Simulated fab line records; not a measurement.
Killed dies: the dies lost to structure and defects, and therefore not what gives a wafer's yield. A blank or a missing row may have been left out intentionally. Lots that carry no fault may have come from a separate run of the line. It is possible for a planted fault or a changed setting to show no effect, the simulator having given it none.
Split-lot study -- flow n5 finfet -- 39 wafers read from 7 lots, route of 1938 steps

## SPLIT DETAILS
At N5_BEOL_M2_ILD_DEP_00 (deposits SiOC from DEMS/O2, target thk 79 nm, time 15.3 s), the setting time s was moved away from the recipe's 15.3 s on 12 of the 39 wafers read, by -31.0% to +41.9%. All remaining wafers had this setting at the recipe value.

The file shows no step between the split and the reading.

## THE READING
M2_ILD_THK at N5_BEOL_M2_THK_MEAS_01, in nm. Fault-free wafers of this fab line usually give 78.8 nm, standard deviation 1.1 nm.

wafer,"tool, chamber at the split","time s as run, s",against the recipe,"M2_ILD_THK, nm",against lot-mates on the recipe
L077.1,"pecvd-02, 2",15.3,recipe,77.3,-
L077.2,"pecvd-02, 0",15.3,recipe,76.9,-
L077.3,"pecvd-02, 1",15.3,recipe,80.0,-
L077.4,"pecvd-02, 1",15.3,recipe,80.1,-
L077.5,"pecvd-02, 2,0",15.3,recipe,79.6,-
L077.6,"pecvd-02, 2,0",15.3,recipe,79.4,-
L078.1,"pecvd-02, 2",15.3,recipe,78.0,-
L078.2,"pecvd-02, 0",21.71,+41.9%,111.0,+31.9
L078.3,"pecvd-02, 1",15.3,recipe,79.5,-
L078.4,"pecvd-02, 1",21.71,+41.9%,112.9,+33.8
L078.5,"pecvd-02, 2",15.3,recipe,79.8,-
L078.6,"pecvd-02, 0",21.71,+41.9%,112.6,+33.5
L085.1,"pecvd-02, 1",15.3,recipe,79.5,-
L085.2,"pecvd-02, 2",15.3,recipe,77.8,-
L085.3,"pecvd-02, 0",10.81,-29.3%,54.4,-24.7
L085.4,"pecvd-02, 1",15.3,recipe,80.0,-
L085.5,"pecvd-02, 2",10.81,-29.3%,55.5,-23.6
L085.6,"pecvd-02, 0",10.81,-29.3%,55.9,-23.2
L092.1,"pecvd-02, 1",15.3,recipe,78.4,-
L092.2,"pecvd-02, 0",15.3,recipe,76.0,-
L092.3,"pecvd-02, 2",10.56,-31.0%,53.2,-24.1
L092.4,"pecvd-02, 2",10.56,-31.0%,53.8,-23.5
L092.5,"pecvd-02, 1",10.56,-31.0%,54.5,-22.8
L092.6,"pecvd-02, 0",15.3,recipe,77.5,-
L093.3,"pecvd-03, 2",15.3,recipe,78.2,-
L093.4,"pecvd-03, 1",15.3,recipe,80.9,-
L093.5,"pecvd-03, 0",15.3,recipe,79.7,-
L086.1,"pecvd-04, 0",15.3,recipe,78.8,-
L086.2,"pecvd-04, 1",15.3,recipe,78.2,-
L086.3,"pecvd-04, 2",15.3,recipe,77.0,-
L086.4,"pecvd-04, 0",15.3,recipe,80.3,-
L086.5,"pecvd-04, 2",15.3,recipe,79.5,-
L086.6,"pecvd-04, 1",15.3,recipe,79.3,-
L096.1,"pecvd-03, 0",15.3,recipe,79.4,-
L096.2,"pecvd-03, 1",15.3,recipe,80.1,-
L096.3,"pecvd-03, 2",12.6,-17.6%,64.5,-15.7
L096.4,"pecvd-03, 2",12.6,-17.6%,67.4,-12.8
L096.5,"pecvd-03, 1",15.3,recipe,81.0,-
L096.6,"pecvd-03, 0",12.6,-17.6%,66.7,-13.5
Rows listing several chambers each stand for several wafers; the file does not say which wafer went through which chamber.

FIT RESULTS
A straight line over all 39 wafers: M2_ILD_THK changes by +0.795 nm for each +1% of time s; r = +1.00; the points scatter about the line by 1.2 nm.
The same after taking each lot's own level away (the mean of its wafers on the recipe; 39 wafers): +0.787 nm for each +1%; r = +1.00; scatter 1.1 nm.
According to that fit, moving time s by its largest amount changes the reading by 33 nm.
The lots' own levels span 77.30 to 80.17 nm, that is 2.6 times the standard deviation above.
The two slopes are in agreement: the lot-to-lot level therefore moves the slope only a little.
Check: +33.2 nm against its lot-mates is what the line predicts for one of the wafers moved furthest among these (+41.9%) when that wafer is left out of the fit. Against them it came out at +31.9 nm.

## FURTHER SPLITS ON THESE WAFERS
Note: prior to the reading, these wafers also went through further splits. Each is held against what the fit with the lots' levels taken away leaves over:
other split on the same wafers,wafers away from the commonest value,r with M2_ILD_THK (lot level and that fit taken away)
N5_SD_EPI_N_DESCUM_14 time s,15,-0.15
N5_GATE_CUT_ALD_22 ald cycles,9,-0.08
N5_BEOL_M0_TRENCH_ETCH_107 target depth a,12,-0.09

## THE WHOLE CHAIN: every reading that the file lists as answering this split, in the file's order
step,what it does,reading,change (the file's fit),r (the file's)
N5_BEOL_M2_ILD_DEP_00,"deposits SiOC from DEMS/O2, target thk 79 nm, time 15.3 s","SiOC_of_BEOL_M2_ILD_DEP_00.thk nm (the simulator's own value, which no gauge read)",+0.787 nm for each +1% of the setting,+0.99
N5_BEOL_M2_THK_MEAS_01,,M2_ILD_THK,+0.786 for each +1% of the setting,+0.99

## THE FILE'S OWN FIT
M2_ILD_THK changes by +0.786 nm for each +1% of time s, r = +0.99.
